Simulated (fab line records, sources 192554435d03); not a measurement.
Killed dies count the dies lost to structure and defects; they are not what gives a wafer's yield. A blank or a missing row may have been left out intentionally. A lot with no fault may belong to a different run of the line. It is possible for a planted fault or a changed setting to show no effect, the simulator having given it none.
Split-lot trial || flow n5 finfet || 21 wafers read from 7 lots, route of 1938 steps

== THE SPLIT ITSELF ==
At N5_HKMG_FIN_DESCUM_17 (chemistry O2, time 7.9 s), the setting time s was moved away from the recipe's 7.9 s on 8 of the 21 wafers read, by -15.7% to +19.8%. All remaining wafers had this setting at the recipe value.

The reading is taken at the split's own step.

== THE READING ==
CAR-ArF_of_HKMG_FIN_COAT_06.thk nm (the simulator's own value, which no gauge read), in nm, at N5_HKMG_FIN_DESCUM_17 (chemistry O2, time 7.9 s). The file does not state a usual value for it. The 13 wafers here that ran the recipe average 83.4 nm, standard deviation 0.35 nm.

{"wafer": "L074.2", "tool, chamber at the split": "rie diel-06, 0", "time s as run, s": 7.9, "against the recipe": "recipe", "CAR-ArF_of_HKMG_FIN_COAT_06.thk nm, nm": 84, "against lot-mates on the recipe": "-"}
{"wafer": "L074.3", "tool, chamber at the split": "rie diel-06, 3,2", "time s as run, s": 7.9, "against the recipe": "recipe", "CAR-ArF_of_HKMG_FIN_COAT_06.thk nm, nm": 83.6, "against lot-mates on the recipe": "-"}
{"wafer": "L074.6", "tool, chamber at the split": "rie diel-06, 3,2", "time s as run, s": 7.9, "against the recipe": "recipe", "CAR-ArF_of_HKMG_FIN_COAT_06.thk nm, nm": 83.6, "against lot-mates on the recipe": "-"}
{"wafer": "L076.1", "tool, chamber at the split": "rie diel-06, 2,1", "time s as run, s": 7.9, "against the recipe": "recipe", "CAR-ArF_of_HKMG_FIN_COAT_06.thk nm, nm": 83, "against lot-mates on the recipe": "-"}
{"wafer": "L076.4", "tool, chamber at the split": "rie diel-06, 2,1", "time s as run, s": 7.9, "against the recipe": "recipe", "CAR-ArF_of_HKMG_FIN_COAT_06.thk nm, nm": 83, "against lot-mates on the recipe": "-"}
{"wafer": "L076.6", "tool, chamber at the split": "rie diel-06, 3", "time s as run, s": 7.9, "against the recipe": "recipe", "CAR-ArF_of_HKMG_FIN_COAT_06.thk nm, nm": 83.4, "against lot-mates on the recipe": "-"}
{"wafer": "L077.1", "tool, chamber at the split": "rie diel-02, 0", "time s as run, s": 9.463, "against the recipe": "+19.8%", "CAR-ArF_of_HKMG_FIN_COAT_06.thk nm, nm": 82, "against lot-mates on the recipe": -1.3}
{"wafer": "L077.4", "tool, chamber at the split": "rie diel-02, 3", "time s as run, s": 7.9, "against the recipe": "recipe", "CAR-ArF_of_HKMG_FIN_COAT_06.thk nm, nm": 83.2, "against lot-mates on the recipe": "-"}
{"wafer": "L077.5", "tool, chamber at the split": "rie diel-02, 3", "time s as run, s": 7.9, "against the recipe": "recipe", "CAR-ArF_of_HKMG_FIN_COAT_06.thk nm, nm": 83.4, "against lot-mates on the recipe": "-"}
{"wafer": "L081.1", "tool, chamber at the split": "rie diel-03, 0", "time s as run, s": 7.045, "against the recipe": "-10.8%", "CAR-ArF_of_HKMG_FIN_COAT_06.thk nm, nm": 84, "against lot-mates on the recipe": "+0.5"}
{"wafer": "L081.3", "tool, chamber at the split": "rie diel-03, 2", "time s as run, s": 7.9, "against the recipe": "recipe", "CAR-ArF_of_HKMG_FIN_COAT_06.thk nm, nm": 83.6, "against lot-mates on the recipe": "-"}
{"wafer": "L081.5", "tool, chamber at the split": "rie diel-03, 0", "time s as run, s": 7.9, "against the recipe": "recipe", "CAR-ArF_of_HKMG_FIN_COAT_06.thk nm, nm": 83.4, "against lot-mates on the recipe": "-"}
{"wafer": "L082.2", "tool, chamber at the split": "rie diel-06, 1", "time s as run, s": 6.663, "against the recipe": "-15.7%", "CAR-ArF_of_HKMG_FIN_COAT_06.thk nm, nm": 84.6, "against lot-mates on the recipe": "+0.4"}
{"wafer": "L082.4", "tool, chamber at the split": "rie diel-06, 0", "time s as run, s": 6.663, "against the recipe": "-15.7%", "CAR-ArF_of_HKMG_FIN_COAT_06.thk nm, nm": 84.8, "against lot-mates on the recipe": "+0.6"}
{"wafer": "L082.5", "tool, chamber at the split": "rie diel-06, 0", "time s as run, s": 7.9, "against the recipe": "recipe", "CAR-ArF_of_HKMG_FIN_COAT_06.thk nm, nm": 84.2, "against lot-mates on the recipe": "-"}
{"wafer": "L089.1", "tool, chamber at the split": "rie diel-02, 1,3", "time s as run, s": 7.408, "against the recipe": "-6.2%", "CAR-ArF_of_HKMG_FIN_COAT_06.thk nm, nm": 83.2, "against lot-mates on the recipe": "+0.2"}
{"wafer": "L089.2", "tool, chamber at the split": "rie diel-02, 1,3", "time s as run, s": 7.408, "against the recipe": "-6.2%", "CAR-ArF_of_HKMG_FIN_COAT_06.thk nm, nm": 83.2, "against lot-mates on the recipe": "+0.2"}
{"wafer": "L089.3", "tool, chamber at the split": "rie diel-02, 2", "time s as run, s": 7.9, "against the recipe": "recipe", "CAR-ArF_of_HKMG_FIN_COAT_06.thk nm, nm": 83, "against lot-mates on the recipe": "-"}
{"wafer": "L090.2", "tool, chamber at the split": "rie diel-02, 1", "time s as run, s": 6.702, "against the recipe": "-15.2%", "CAR-ArF_of_HKMG_FIN_COAT_06.thk nm, nm": 84.2, "against lot-mates on the recipe": "+0.8"}
{"wafer": "L090.5", "tool, chamber at the split": "rie diel-02, 1", "time s as run, s": 6.702, "against the recipe": "-15.2%", "CAR-ArF_of_HKMG_FIN_COAT_06.thk nm, nm": 84.2, "against lot-mates on the recipe": "+0.8"}
{"wafer": "L090.3", "tool, chamber at the split": "rie diel-02, 0", "time s as run, s": 7.9, "against the recipe": "recipe", "CAR-ArF_of_HKMG_FIN_COAT_06.thk nm, nm": 83.4, "against lot-mates on the recipe": "-"}
Rows listing several chambers each stand for several wafers; the file does not say which wafer went through which chamber.

THE FIT
A straight line over all 21 wafers: CAR-ArF_of_HKMG_FIN_COAT_06.thk nm changes by -0.0641 nm for each +1% of time s; r = -0.82; the points scatter about the line by 0.37 nm.
The same after taking each lot's own level away (the mean of its wafers on the recipe; 21 wafers): -0.05 nm for each +1%; r = -0.93; scatter 0.16 nm.
The reading moves by 0.99 nm for the largest change in time s, on that fit.
From 83.00 to 84.20 nm: that is the span of the lots' own levels, equal to 3.4 times the standard deviation above.
So the slope is not independent of the lot-to-lot level: the two fits are not the same.
Check: with one of the wafers moved furthest among these (+19.8%) left out of the fit, the line predicts -0.835 nm for it against its lot-mates. Against them it came out at -1.3 nm.

== ADDITIONAL SPLITS CARRIED BY THESE WAFERS ==
These wafers also went through other splits before the reading. Each is held against what the fit with the lots' levels taken away leaves over:
{"other split on the same wafers": "N5_ZERO_LAYER_EXPOSE_08 dose mj", "wafers away from the commonest value": 9, "r with CAR-ArF_of_HKMG_FIN_COAT_06.thk nm (lot level and that fit taken away)": -0.11}
{"other split on the same wafers": "N5_ZERO_LAYER_DEVELOP_10 develop time s", "wafers away from the commonest value": 10, "r with CAR-ArF_of_HKMG_FIN_COAT_06.thk nm (lot level and that fit taken away)": "+0.39"}
{"other split on the same wafers": "N5_FIN_SAQP_SPACER1_ALD_24 ald cycles", "wafers away from the commonest value": 7, "r with CAR-ArF_of_HKMG_FIN_COAT_06.thk nm (lot level and that fit taken away)": "+0.08"}
{"other split on the same wafers": "N5_FIN_SAQP_ETCH_65 time s", "wafers away from the commonest value": 6, "r with CAR-ArF_of_HKMG_FIN_COAT_06.thk nm (lot level and that fit taken away)": "+0.14"}
{"other split on the same wafers": "N5_DUMMY_GATE_DESCUM_20 time s", "wafers away from the commonest value": 6, "r with CAR-ArF_of_HKMG_FIN_COAT_06.thk nm (lot level and that fit taken away)": -0.16}
{"other split on the same wafers": "N5_DUMMY_GATE_ETCH_37 source w", "wafers away from the commonest value": 9, "r with CAR-ArF_of_HKMG_FIN_COAT_06.thk nm (lot level and that fit taken away)": "+0.13"}
{"other split on the same wafers": "N5_SPACER0_ALD_00 ald cycles", "wafers away from the commonest value": 11, "r with CAR-ArF_of_HKMG_FIN_COAT_06.thk nm (lot level and that fit taken away)": "+0.05"}
{"other split on the same wafers": "N5_SD_EPI_P_EPI_21 time s", "wafers away from the commonest value": 6, "r with CAR-ArF_of_HKMG_FIN_COAT_06.thk nm (lot level and that fit taken away)": -0.22}
{"other split on the same wafers": "N5_SD_ACTIVATION_LSA_01 temp c", "wafers away from the commonest value": 3, "r with CAR-ArF_of_HKMG_FIN_COAT_06.thk nm (lot level and that fit taken away)": -0.18}
{"other split on the same wafers": "N5_HKMG_FIN_COAT_43 spin rpm", "wafers away from the commonest value": 2, "r with CAR-ArF_of_HKMG_FIN_COAT_06.thk nm (lot level and that fit taken away)": -0.10}

== THE FILE'S OWN FIT ==
CAR-ArF_of_HKMG_FIN_COAT_06.thk nm changes by -0.0512 nm for each +1% of time s, r = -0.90.
